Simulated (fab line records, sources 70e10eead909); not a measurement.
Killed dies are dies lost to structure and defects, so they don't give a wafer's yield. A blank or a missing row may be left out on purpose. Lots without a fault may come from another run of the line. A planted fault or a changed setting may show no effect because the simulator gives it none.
fab line records | flow nand_harc
record lots=24 wafers=72 last_day=33
route steps=1302 shown A_CONTACT@1006
lots that met no fault: from a run of the same line without faults
start_h: hours from the record's first day to the start of the lot's first wafer shown | wait_h: hours since the lot's step before | " the same as in the row above | L1.1+2: a row that stands for several wafers | - no value, or no start given | * or withheld: withheld | < > ~ a bound
route shown NAME@n: a module of which the file shows steps, and the number in the route of the first | usual: mean/standard deviation of fault-free wafers | same: alike in all rows | chamber/n: place in a boat | sites: the reading at each site | _std_site: their standard deviation | _edge_site: outer sites' mean less inner sites' | radius_mm: how far each site lies from the wafer's centre | mask NAME#n: copy n | behind: the tool/chamber that last shaped the wafer | hold: why the lot was held/for how many hours/how that ended | device: the transistor (n, p or np) that didn't switch | end of line: the same wafers' tests at the end of the route | a step without rows: its recipe alone | killed: dies lost to structure and defects at the first sort, not the wafer's yield | map: a wafer's dies, x killed, . not, _ none there
set.NAME: the setting as run; set.NAME@STEP: as run at that earlier step | model.NAME: the simulator's own value behind a step, which no gauge read
steps of the route over a sample of lots; a table a step, a row a wafer
services: from which hour (start_h, from the record's first day; less than 0 if before it) a tool's chamber was out of use, for how many hours, and why
## steps
# step NHARC_A_CONTACT_ETCH_112
# recipe source_w=withheld pressure_mtorr=20 bias_v=3000 time_s=190 target_depth_a=18500 ar_flow_sccm=withheld c4f8_flow_sccm=withheld o2_flow_sccm=withheld chemistry=C4F8/O2/Ar
# columns lot.wafer tool chamber start_h wait_h rf_hours_counter_h
L074.2 har_cap_etch-03 0 505.32 0.2 39
L074.3 " 0 " " -
L074.4 " 1 " " -
L076.1 har_cap_etch-02 0 506.36 0.2 85
L076.5 " 1 " " -
L076.6 " 0 " " -
L075.2 har_cap_etch-01 1 515.44 0.2 0
L075.3 " 1 " " -
L075.5 " 1 " " -
L078.2 har_cap_etch-01 0 548.09 0.2 6
L078.4 " 0 " " -
L078.5 " 0 " " -
L079.2 har_cap_etch-02 0 552.24 0.2 92
L079.4 " 0 " " -
L079.5 " 0 " " -
L077.1 har_cap_etch-03 1 552.37 0.2 48
L077.5 " 0 " " -
L077.6 " 1 " " -
L080.4 har_cap_etch-01 1 552.57 0.2 -
L080.3 " 0 " " -
L080.6 " 0 " " -
L081.4 har_cap_etch-03 0 570.08 0.2 -
L081.6 " 1 " " -
L081.5 " 0 " " -
L082.1 har_cap_etch-01 1 580.76 0.2 14
L082.4 " 1 " " -
L082.5 " 0 " " -
L084.2 har_cap_etch-01 0 593.11 0.2 17
L084.4 " 1 " " -
L084.3 " 0 " " -
L083.1 har_cap_etch-03 1 596.51 0.2 57
L083.2 " 0 " " 57
L083.6 " 1 " " -
L085.1 har_cap_etch-01 1 605.02 0.2 20
L085.4 " 0 " " -
L085.5 " 1 " " -
L086.1 har_cap_etch-03 1 605.18 0.2 59
L086.2 " 0 " " 59
L086.5 " 0 " " -
L087.2 har_cap_etch-03 1 623.11 0.2 63
L087.1 " 0 " " 63
L087.3 " 0 " " -
L090.1 har_cap_etch-02 0 634.34 0.2 110
L090.4 " 0 " " -
L090.3 " 1 " " -
L088.1 har_cap_etch-01 1 641.03 0.2 27
L088.4 " 1 " " -
L088.3 " 0 " " -
L089.1 har_cap_etch-01 0 649.84 0.2 29
L089.2 " 1 " " 29
L089.3 " 1 " " -
L092.2 har_cap_etch-01 1 681.76 0.2 33
L092.1 " 0 " " 33
L092.4 " 0 " " -
L091.1 har_cap_etch-02 1 688.02 0.2 116
L091.3 " 0 " " -
L091.5 " 1 " " -
L093.1 har_cap_etch-03 1 689.91 0.2 72
L093.3 " 0 " " -
L093.5 " 1 " " -
L094.1 har_cap_etch-03 0 699.37 0.2 74
L094.4 " 1 " " -
L094.5 " 1 " " -
L095.1 har_cap_etch-01 1 699.98 0.2 37
L095.3 " 1 " " -
L095.4 " 0 " " -
L097.1 har_cap_etch-01 1 713.28 0.2 41
L097.5 " 1 " " -
L097.6 " 0 " " -
L096.2 har_cap_etch-03 0 715.72 0.2 80
L096.1 " 1 " " 80
L096.3 " 0 " " -
# step NHARC_A_CONTACT_ETCH_118
# recipe source_w=withheld pressure_mtorr=20 bias_v=3000 time_s=190 target_depth_a=18500 ar_flow_sccm=withheld c4f8_flow_sccm=withheld o2_flow_sccm=withheld chemistry=C4F8/O2/Ar
# columns lot.wafer tool chamber start_h wait_h rf_hours_counter_h
L074.2 har_cap_etch-03 0 506.69 0.2 40
L074.3 " 0 " " -
L074.4 " 1 " " -
L076.1 har_cap_etch-02 0 507.38 0.1 86
L076.5 " 1 " " -
L076.6 " 0 " " -
L075.2 har_cap_etch-01 1 516.47 0.1 1
L075.3 " 1 " " -
L075.5 " 1 " " -
L078.2 har_cap_etch-01 0 549.12 0.1 6
L078.4 " 0 " " -
L078.5 " 0 " " -
L079.2 har_cap_etch-02 0 553.26 0.1 93
L079.4 " 0 " " -
L079.5 " 0 " " -
L077.1 har_cap_etch-03 1 553.39 0.1 49
L077.5 " 0 " " -
L077.6 " 1 " " -
L080.4 har_cap_etch-01 1 553.59 0.1 -
L080.3 " 0 " " -
L080.6 " 0 " " -
L081.4 har_cap_etch-03 0 571.31 0.1 -
L081.6 " 1 " " -
L081.5 " 0 " " -
L082.1 har_cap_etch-01 1 581.78 0.1 15
L082.4 " 1 " " -
L082.5 " 0 " " -
L084.2 har_cap_etch-01 0 594.13 0.1 18
L084.4 " 1 " " -
L084.3 " 0 " " -
L083.1 har_cap_etch-03 1 597.89 0.2 58
L083.2 " 0 " " 58
L083.6 " 1 " " -
L085.1 har_cap_etch-01 1 606.06 0.2 21
L085.4 " 0 " " -
L085.5 " 1 " " -
L086.1 har_cap_etch-03 1 606.54 0.2 60
L086.2 " 0 " " 60
L086.5 " 0 " " -
L087.2 har_cap_etch-03 1 624.48 0.2 64
L087.1 " 0 " " 64
L087.3 " 0 " " -
L090.1 har_cap_etch-02 0 635.36 0.1 110
L090.4 " 0 " " -
L090.3 " 1 " " -
L088.1 har_cap_etch-01 1 642.39 0.2 28
L088.4 " 1 " " -
L088.3 " 0 " " -
L089.1 har_cap_etch-01 0 650.86 0.1 30
L089.2 " 1 " " 30
L089.3 " 1 " " -
L092.2 har_cap_etch-01 1 682.78 0.1 34
L092.1 " 0 " " 34
L092.4 " 0 " " -
L091.1 har_cap_etch-02 1 689.38 0.2 117
L091.3 " 0 " " -
L091.5 " 1 " " -
L093.1 har_cap_etch-03 1 690.93 0.1 73
L093.3 " 0 " " -
L093.5 " 1 " " -
L094.1 har_cap_etch-03 0 700.39 0.1 75
L094.4 " 1 " " -
L094.5 " 1 " " -
L095.1 har_cap_etch-01 1 701.01 0.1 38
L095.3 " 1 " " -
L095.4 " 0 " " -
L097.1 har_cap_etch-01 1 714.31 0.1 42
L097.5 " 1 " " -
L097.6 " 0 " " -
L096.2 har_cap_etch-03 0 716.74 0.1 81
L096.1 " 1 " " 81
L096.3 " 0 " " -
# step NHARC_A_CONTACT_CD_MEAS_69
# recipe target_cd_nm=300 landing_energy_ev=500
# usual cd_nm=299.8/0.6
# columns lot.wafer tool chamber start_h wait_h cd_nm
L074.2 cd_sem-01 0 515.92 - 299.8
L074.3 " 0 " " 299.3
L074.4 " 0 " " 298.8
L076.1 cd_sem-03 0 517.07 - 299.3
L076.5 " 0 " " 299.2
L076.6 " 0 " " 300.2
L075.2 cd_sem-01 0 523.43 - 299.7
L075.3 " 0 " " 299.5
L075.5 " 0 " " 299.0
L078.2 cd_sem-03 0 559.70 - 299.5
L078.4 " 0 " " 300.1
L078.5 " 0 " " 299.0
L079.2 cd_sem-03 0 568.02 - 299.8
L079.4 " 0 " " 300.0
L079.5 " 0 " " 299.5
L077.1 cd_sem-03 0 569.81 - 300.1
L077.5 " 0 " " 299.3
L077.6 " 0 " " 299.9
L080.3 cd_sem-02 0 570.91 - 299.2
L080.4 " 0 " " 298.8
L080.6 " 0 " " 299.6
L081.4 cd_sem-02 0 579.08 - 300.0
L081.5 " 0 " " 299.5
L081.6 " 0 " " 300.1
L082.1 cd_sem-02 0 588.73 - 300.2
L082.4 " 0 " " 300.4
L082.5 " 0 " " 301.0
L084.2 cd_sem-03 0 603.14 - 299.9
L084.3 " 0 " " 300.0
L084.4 " 0 " " 299.7
L083.1 cd_sem-03 0 606.55 - 299.8
L083.2 " 0 " " 300.0
L083.6 " 0 " " 300.1
L085.1 cd_sem-02 0 613.65 - 299.1
L085.4 " 0 " " 300.9
L085.5 " 0 " " 300.2
L086.1 cd_sem-02 0 614.80 - 301.1
L086.2 " 0 " " 301.1
L086.5 " 0 " " 300.6
L087.1 cd_sem-02 0 633.47 - 299.2
L087.2 " 0 " " 299.3
L087.3 " 0 " " 300.3
L090.1 cd_sem-02 0 645.32 - 299.9
L090.3 " 0 " " 299.8
L090.4 " 0 " " 298.9
L088.1 cd_sem-02 0 650.38 - 298.5
L088.3 " 0 " " 299.7
L088.4 " 0 " " 298.9
L089.1 cd_sem-03 0 657.71 - 300.0
L089.2 " 0 " " 300.6
L089.3 " 0 " " 299.8
L092.1 cd_sem-02 0 690.57 - 300.5
L092.2 " 0 " " 299.1
L092.4 " 0 " " 299.6
L091.1 cd_sem-01 0 696.89 - 298.8
L091.3 " 0 " " 299.9
L091.5 " 0 " " 299.4
L093.1 cd_sem-02 0 700.37 - 299.2
L093.3 " 0 " " 298.8
L093.5 " 0 " " 298.8
L094.1 cd_sem-03 0 709.28 - 300.3
L094.4 " 0 " " 300.4
L094.5 " 0 " " 300.2
L095.1 cd_sem-01 0 709.57 - 299.9
L095.3 " 0 " " 299.9
L095.4 " 0 " " 300.4
L097.1 cd_sem-01 0 721.69 - 300.3
L097.5 " 0 " " 299.7
L097.6 " 0 " " 300.1
L096.1 cd_sem-02 0 723.60 - 301.3
L096.2 " 0 " " 299.8
L096.3 " 0 " " 299.8
# step NHARC_A_CONTACT_ETCH_91
# recipe target_depth_a=400 over_etch_frac=0.5 time_s=85.7 ion_energy_ev=120 ch3f_flow_sccm=50 o2_flow_sccm=30 ar_flow_sccm=200 rf_w=500 bias_w=100 chemistry=CH3F/O2
# usual drypump_motor_current_A=5.5/0.43 oes_product_au=0.935/0.03 rf_vpp_V=244.0/2 showerhead_plenum_p_Torr=2.44/0.13 throttle_valve_pct=20.663/0.0087
# columns lot.wafer tool chamber start_h wait_h drypump_motor_current_A oes_product_au rf_hours_counter_h rf_vpp_V showerhead_plenum_p_Torr throttle_valve_pct
L074.4 rie_diel-03 3 520.06 0.5 5.5 0.934 8 246.4 2.59 20.655
L074.2 " 0 " " 5.8 0.908 10 242.8 2.30 20.672
L074.3 " 1 " " 4.9 0.913 10 245.9 2.48 20.657
L076.1 rie_diel-03 1 521.18 0.7 4.9 0.914 10 243.2 2.48 20.658
L076.6 " 1 " " 5.0 0.912 - 244.3 2.48 20.680
L076.5 " 2 " " 5.4 0.916 - 241.7 2.28 20.660
L075.3 rie_diel-03 2 527.58 0.5 5.4 0.915 10 242.3 2.28 20.666
L075.2 " 3 " " 5.5 1.023 9 244.8 2.59 20.654
L075.5 " 0 " " 5.7 0.913 - 241.8 2.30 20.675
L078.4 rie_diel-03 2 564.10 0.6 5.4 0.928 14 241.8 2.27 20.653
L078.2 " 3 " " 5.4 0.939 13 245.3 2.59 20.669
L078.5 " 1 " " 5.0 0.926 - 243.6 2.48 20.658
L079.4 rie_diel-09 3 572.16 0.6 6.6 0.941 20 244.3 2.53 20.660
L079.2 " 0 " " 5.3 0.907 18 244.0 2.44 20.659
L079.5 " 3 " " 6.6 0.936 - 244.8 2.53 20.686
L077.1 rie_diel-03 2 574.09 0.8 5.4 0.927 16 240.8 2.27 20.654
L077.5 " 3 " " 5.5 0.943 - 244.1 2.59 20.649
L077.6 " 0 " " 5.8 0.916 - 242.1 2.30 20.679
L080.4 rie_diel-03 1 575.04 0.6 4.9 0.907 17 245.1 2.48 20.669
L080.3 " 2 " " 5.4 0.915 17 240.7 2.27 20.661
L080.6 " 2 " " 5.4 0.906 - 242.3 2.27 20.655
L081.4 rie_diel-03 0 584.66 0.7 5.7 0.908 21 243.0 2.29 20.667
L081.5 " 1 " " 5.0 0.908 - 243.9 2.47 20.672
L081.6 " 2 " " 5.4 0.919 - 242.7 2.27 20.682
L082.1 rie_diel-02 2 592.97 0.8 4.8 0.910 3 246.1 2.38 20.661
L082.4 " 3 " " 6.1 0.918 - 241.5 2.32 20.661
L082.5 " 1 " " 6.0 0.915 - 242.3 2.30 20.673
L084.3 rie_diel-02 2 608.58 0.7 4.8 0.994 5 242.7 2.38 20.663
L084.4 " 3 " " 6.1 0.997 6 243.1 2.32 20.667
L084.2 " 0 " " 5.6 0.986 5 245.9 2.66 20.655
L083.1 rie_diel-03 3 611.65 0.8 5.5 0.929 25 245.3 2.59 20.672
L083.2 " 1 " " 5.0 0.914 25 244.0 2.47 20.657
L083.6 " 3 " " 5.4 0.927 - 245.4 2.59 20.657
L085.4 rie_diel-02 2 618.93 0.6 4.8 0.996 8 243.5 2.38 20.657
L085.1 " 0 " " 5.6 0.904 7 247.2 2.66 20.652
L085.5 " 2 " " 4.8 0.991 - 241.6 2.38 20.656
L086.2 rie_diel-03 0 619.63 0.8 5.8 0.923 29 242.7 2.29 20.676
L086.1 " 2 " " 5.4 0.923 26 240.6 2.27 20.669
L086.5 " 0 " " 5.7 0.913 - 244.3 2.29 20.666
L087.2 rie_diel-09 0 637.62 0.7 5.3 0.914 42 244.2 2.43 20.654
L087.1 " 2 " " 5.4 0.936 46 243.8 2.47 20.663
L087.3 " 3 " " 6.6 0.940 45 243.9 2.52 20.660
L090.4 rie_diel-03 3 650.13 0.6 5.5 1.003 1 246.7 2.58 20.671
L090.1 " 0 " " 5.7 0.998 1 241.3 2.29 20.665
L090.3 " 1 " " 4.9 0.993 1 246.1 2.47 20.657
L088.4 rie_diel-03 1 654.50 0.5 5.0 0.926 2 244.7 2.47 20.659
L088.3 " 3 " " 5.4 0.931 2 245.5 2.58 20.664
L088.1 " 0 " " 5.7 0.933 2 240.8 2.29 20.669
L089.1 rie_diel-03 0 661.84 0.7 5.8 0.928 4 242.4 2.29 20.665
L089.3 " 1 " " 5.0 0.932 3 244.6 2.47 20.653
L089.2 " 2 " " 5.4 0.925 4 246.9 2.66 20.672
L092.4 rie_diel-03 2 694.71 0.5 5.4 0.924 8 247.0 2.66 20.676
L092.1 " 3 " " 5.4 0.931 9 246.3 2.58 20.666
L092.2 " 0 " " 5.8 0.923 8 241.1 2.29 20.652
L091.3 rie_diel-02 3 701.21 0.5 6.0 0.939 41 243.3 2.31 20.659
L091.1 " 0 " " 5.6 0.924 35 247.2 2.65 20.671
L091.5 " 0 " " 5.6 0.927 - 247.3 2.65 20.679
L093.1 rie_diel-09 0 704.52 0.7 5.3 0.929 9 242.9 2.42 20.662
L093.3 " 1 " " 5.6 0.929 7 247.0 2.53 20.650
L093.5 " 3 " " 6.6 0.933 - 244.0 2.51 20.671
L094.4 rie_diel-09 3 713.54 0.6 6.6 1.011 10 242.9 2.51 20.647
L094.1 " 2 " " 5.5 1.010 9 243.4 2.46 20.673
L094.5 " 0 " " 5.3 1.012 - 244.3 2.42 20.671
L095.3 rie_diel-02 2 713.73 0.5 4.8 0.926 47 242.1 2.37 20.646
L095.4 " 3 " " 6.0 0.932 47 242.4 2.31 20.663
L095.1 " 1 " " 6.0 0.929 47 242.0 2.29 20.664
L097.1 rie_diel-02 1 725.83 0.7 6.0 0.920 51 242.7 2.28 20.656
L097.5 " 0 " " 5.5 0.910 - 246.5 2.64 20.664
L097.6 " 1 " " 6.0 0.923 - 242.7 2.28 20.662
L096.1 rie_diel-03 0 728.03 0.7 5.8 0.934 15 240.8 2.29 20.666
L096.3 " 2 " " 5.4 0.925 16 247.8 2.65 20.661
L096.2 " 3 " " 5.4 0.940 17 246.8 2.58 20.655
# step NHARC_A_CONTACT_DEP_84
# recipe target_thk_a=28000 temp_c=400 material=aC
# usual throttle_valve_pct=35.000/0.0093
# columns lot.wafer tool chamber start_h wait_h throttle_valve_pct
L076.1 acl_dep-01 0 522.71 - 34.998
L076.5 " 0 523.87 - 34.997
L076.6 " 0 " " 35.005
L074.2 acl_dep-03 0 522.97 - 34.994
L074.3 " 0 " " 34.999
L074.4 " 0 " " 35.004
L075.2 acl_dep-01 0 529.12 - 35.000
L075.3 " 0 " " 34.991
L075.5 " 0 " " 35.001
L078.2 acl_dep-01 0 571.20 - 35.011
L078.4 " 0 " " 34.997
L078.5 " 0 " " 35.001
L079.2 acl_dep-02 0 574.83 - 35.017
L079.4 " 0 " " 34.993
L079.5 " 0 " " 35.008
L077.1 acl_dep-03 0 579.69 - 35.006
L077.5 " 0 580.84 - 35.016
L077.6 " 0 " " 34.992
L080.3 acl_dep-02 0 580.59 - 34.990
L080.4 " 0 " " 34.997
L080.6 " 0 " " 34.998
L081.4 acl_dep-01 0 586.66 - 34.989
L081.5 " 0 " " 34.993
L081.6 " 0 " " 35.001
L082.1 acl_dep-03 0 595.68 - 35.004
L082.4 " 0 " " 35.018
L082.5 " 0 " " 34.990
L084.2 acl_dep-03 0 610.04 - 34.992
L084.3 " 0 " " 35.014
L084.4 " 0 " " 34.996
L083.1 acl_dep-01 0 613.94 - 35.012
L083.2 " 0 " " 34.988
L083.6 " 0 615.38 - 34.992
L085.1 acl_dep-03 0 620.20 - 35.010
L085.4 " 0 " " 35.006
L085.5 " 0 " " 34.986
L086.1 acl_dep-03 0 621.91 - 34.985
L086.2 " 0 " " 35.000
L086.5 " 0 " " 34.996
L087.1 acl_dep-03 0 641.06 - 34.995
L087.2 " 0 " " 35.002
L087.3 " 0 " " 34.974
L090.1 acl_dep-03 0 651.28 - 35.000
L090.3 " 0 " " 35.014
L090.4 " 0 " " 35.005
L088.1 acl_dep-01 0 657.09 - 34.986
L088.3 " 0 " " 35.012
L088.4 " 0 " " 35.012
L089.1 acl_dep-02 0 663.00 - 34.990
L089.2 " 0 " " 34.978
L089.3 " 0 " " 35.014
L092.1 acl_dep-02 0 697.89 - 35.010
L092.2 " 0 " " 34.991
L092.4 " 0 " " 34.991
L091.1 acl_dep-01 0 703.92 - 35.003
L091.3 " 0 " " 35.000
L091.5 " 0 " " 34.995
L093.1 acl_dep-01 0 710.72 - 34.989
L093.3 " 0 " " 35.006
L093.5 " 0 " " 34.997
L094.1 acl_dep-03 0 714.74 - 35.001
L094.4 " 0 " " 34.993
L094.5 " 0 " " 34.984
L095.1 acl_dep-02 0 715.91 - 35.007
L095.3 " 0 " " 34.993
L095.4 " 0 " " 35.003
L097.1 acl_dep-03 0 727.34 - 34.998
L097.5 " 0 728.49 - 34.994
L097.6 " 0 " " 35.015
L096.1 acl_dep-01 0 729.33 - 35.018
L096.2 " 0 " " 35.002
L096.3 " 0 " " 34.994
# step NHARC_A_CONTACT_ETCH_89
# recipe target_depth_a=2600 over_etch_frac=0.3 time_s=475.3 ion_energy_ev=200 n2_flow_sccm=150 h2_flow_sccm=150 ar_flow_sccm=0 rf_w=400 bias_w=150 chemistry=N2/H2
# usual drypump_motor_current_A=5.5/0.39 n2_flow_sccm=150.0/0.45 oes_product_au=1.000/0.012 rf_vpp_V=430/3.3 showerhead_plenum_p_Torr=2.03/0.12 throttle_valve_pct=14.173/0.0094
# columns lot.wafer tool chamber start_h wait_h drypump_motor_current_A n2_flow_sccm oes_product_au rf_hours_counter_h rf_vpp_V showerhead_plenum_p_Torr throttle_valve_pct
L074.3 rie_diel-03 3 - - 5.4 150.7 1.029 8 433 2.16 14.169
L074.4 " 1 " " 5.0 150.2 0.982 10 430 2.06 14.176
L074.2 " 2 " " 5.4 150.2 0.996 10 426 1.88 14.167
L076.1 rie_diel-09 1 - - 5.5 149.7 0.985 5 433 2.12 14.172
L076.6 " 3 " " 6.6 150.3 1.027 - 431 2.11 14.175
L076.5 " 0 " " 5.3 149.4 0.986 - 429 2.03 14.172
L075.2 rie_diel-03 2 - - 5.4 150.6 0.980 11 426 1.88 14.145
L075.3 " 3 " " 5.5 150.3 1.016 9 433 2.16 14.169
L075.5 " 3 " " 5.5 150.2 1.025 - 433 2.16 14.156
L078.4 rie_diel-03 1 - - 5.0 149.7 0.991 16 433 2.05 14.180
L078.2 " 2 " " 5.4 150.4 0.995 16 425 1.88 14.167
L078.5 " 2 " " 5.4 150.2 0.992 - 426 1.88 14.196
L079.4 rie_diel-03 0 - - 5.8 148.7 0.996 18 426 1.90 14.178
L079.2 " 1 " " 5.0 149.4 0.992 17 432 2.05 14.167
L079.5 " 2 " " 5.4 150.3 0.985 - 423 1.88 14.164
L077.1 rie_diel-03 3 - - 5.4 150.2 1.013 18 435 2.16 14.167
L077.6 " 0 " " 5.7 150.2 0.991 - 427 1.90 14.180
L077.5 " 1 " " 5.0 150.0 0.987 - 430 2.05 14.160
L080.3 rie_diel-09 2 - - 5.5 150.2 1.015 26 432 2.06 14.180
L080.4 " 1 " " 5.6 150.1 0.996 27 432 2.11 14.186
L080.6 " 2 " " 5.5 149.4 1.012 - 431 2.06 14.165
L081.4 rie_diel-03 0 - - 5.8 150.4 1.005 21 427 1.90 14.174
L081.5 " 1 " " 5.0 150.5 0.996 - 430 2.05 14.189
L081.6 " 2 " " 5.4 150.0 0.994 - 427 1.88 14.183
L082.1 rie_diel-09 1 - - 5.5 150.0 0.983 31 433 2.11 14.178
L082.4 " 2 " " 5.5 150.4 1.010 31 431 2.05 14.175
L082.5 " 2 " " 5.5 150.3 1.012 - 431 2.05 14.169
L084.4 rie_diel-03 1 - - 5.0 150.2 0.985 26 432 2.05 14.171
L084.2 " 2 " " 5.4 149.7 0.993 25 424 1.87 14.181
L084.3 " 3 " " 5.4 149.8 1.011 25 432 2.15 14.173
L083.2 rie_diel-03 3 - - 5.5 150.2 1.012 26 435 2.15 14.178
L083.1 " 1 " " 5.0 150.7 0.983 27 432 2.05 14.154
L083.6 " 0 " " 5.7 149.9 0.984 - 425 1.89 14.179
L085.4 rie_diel-03 1 - - 5.0 150.2 0.986 28 431 2.05 14.182
L085.1 " 3 " " 5.4 149.9 1.006 28 434 2.15 14.179
L085.5 " 0 " " 5.7 150.3 1.001 - 427 1.89 14.182
L086.2 rie_diel-03 0 - - 5.8 150.5 0.993 31 427 1.89 14.179
L086.1 " 1 " " 5.0 150.1 0.987 29 432 2.05 14.176
L086.5 " 0 " " 5.8 149.8 0.990 - 426 1.89 14.177
L087.2 rie_diel-09 1 - - 5.5 149.9 0.982 45 432 2.11 14.180
L087.3 " 3 " " 6.6 149.7 1.031 47 432 2.09 14.170
L087.1 " 0 " " 5.3 149.8 0.994 43 430 2.01 14.146
L090.1 rie_diel-03 1 - - 5.0 149.7 1.000 2 431 2.05 14.180
L090.3 " 2 " " 5.4 150.2 1.001 2 435 2.22 14.169
L090.4 " 3 " " 5.4 150.0 1.008 2 433 2.15 14.173
L088.4 rie_diel-02 3 - - 6.0 149.6 1.008 25 427 1.91 14.170
L088.1 " 0 " " 5.6 149.9 0.986 25 436 2.21 14.171
L088.3 " 2 " " 4.8 149.4 0.982 26 428 1.97 14.172
L089.2 rie_diel-03 1 - - 5.0 149.8 1.002 4 431 2.05 14.178
L089.3 " 2 " " 5.4 149.6 0.993 4 435 2.22 14.162
L089.1 " 3 " " 5.4 150.3 1.007 4 432 2.15 14.189
L092.4 rie_diel-03 2 - - 5.4 149.5 1.003 10 435 2.22 14.173
L092.2 " 3 " " 5.4 150.2 1.004 10 435 2.15 14.177
L092.1 " 0 " " 5.8 149.4 0.998 8 428 1.89 14.170
L091.3 rie_diel-03 3 - - 5.4 150.7 1.002 11 433 2.15 14.173
L091.1 " 2 " " 5.4 149.7 1.001 11 436 2.21 14.183
L091.5 " 0 " " 5.7 148.6 1.004 - 423 1.89 14.180
L093.1 rie_diel-02 2 - - 4.7 150.7 0.988 46 427 1.96 14.172
L093.3 " 0 " " 5.6 150.3 0.992 39 435 2.20 14.166
L093.5 " 1 " " 6.0 150.4 1.000 - 424 1.89 14.184
L094.1 rie_diel-03 1 - - 5.0 150.0 1.006 13 430 2.05 14.183
L094.4 " 2 " " 5.4 150.3 1.004 14 435 2.21 14.177
L094.5 " 2 " " 5.4 150.6 0.996 - 436 2.21 14.188
L095.3 rie_diel-02 0 - - 5.6 150.1 1.002 41 437 2.20 14.176
L095.1 " 1 " " 6.0 149.5 1.002 49 427 1.89 14.175
L095.4 " 2 " " 4.7 150.4 0.991 48 428 1.96 14.163
L097.1 rie_diel-03 0 - - 5.8 151.1 0.994 16 426 1.89 14.174
L097.5 " 1 " " 5.0 149.9 1.007 - 429 2.04 14.181
L097.6 " 2 " " 5.4 149.7 0.991 - 436 2.21 14.168
L096.2 rie_diel-03 2 - - 5.4 149.7 0.995 17 437 2.21 14.168
L096.1 " 3 " " 5.4 150.4 1.004 18 434 2.14 14.174
L096.3 " 0 " " 5.7 150.1 1.002 16 426 1.89 14.154
## services
# columns tool chamber start_h hours kind
acl_dep-03 - 484.93 13.0 pm
acl_dep-01 - 489.15 1.1 repair
rie_diel-03 0 491.83 - clean
rie_diel-03 1 491.83 - clean
rie_diel-03 2 491.83 - clean
rie_diel-03 3 491.83 - clean
rie_diel-09 - 497.19 9.0 pm
har_cap_etch-01 - 497.62 17.0 pm
rie_diel-03 3 504.63 9.6 repair
har_cap_etch-02 - 514.05 0.4 repair
rie_diel-02 1 529.22 12.6 repair
acl_dep-01 - 550.99 13.0 pm
rie_diel-02 - 571.09 9.0 pm
rie_diel-02 0 590.84 10.3 repair
rie_diel-02 2 600.13 4.2 repair
rie_diel-03 2 606.07 3.8 repair
rie_diel-02 0 611.89 2.5 repair
acl_dep-02 - 612.91 13.0 pm
rie_diel-03 - 635.33 9.0 pm
acl_dep-03 - 666.85 13.0 pm
rie_diel-09 - 674.19 9.0 pm
rie_diel-02 0 688.10 9.9 repair
rie_diel-09 3 691.61 5.4 repair
rie_diel-03 1 722.97 7.2 repair
## key
fault none
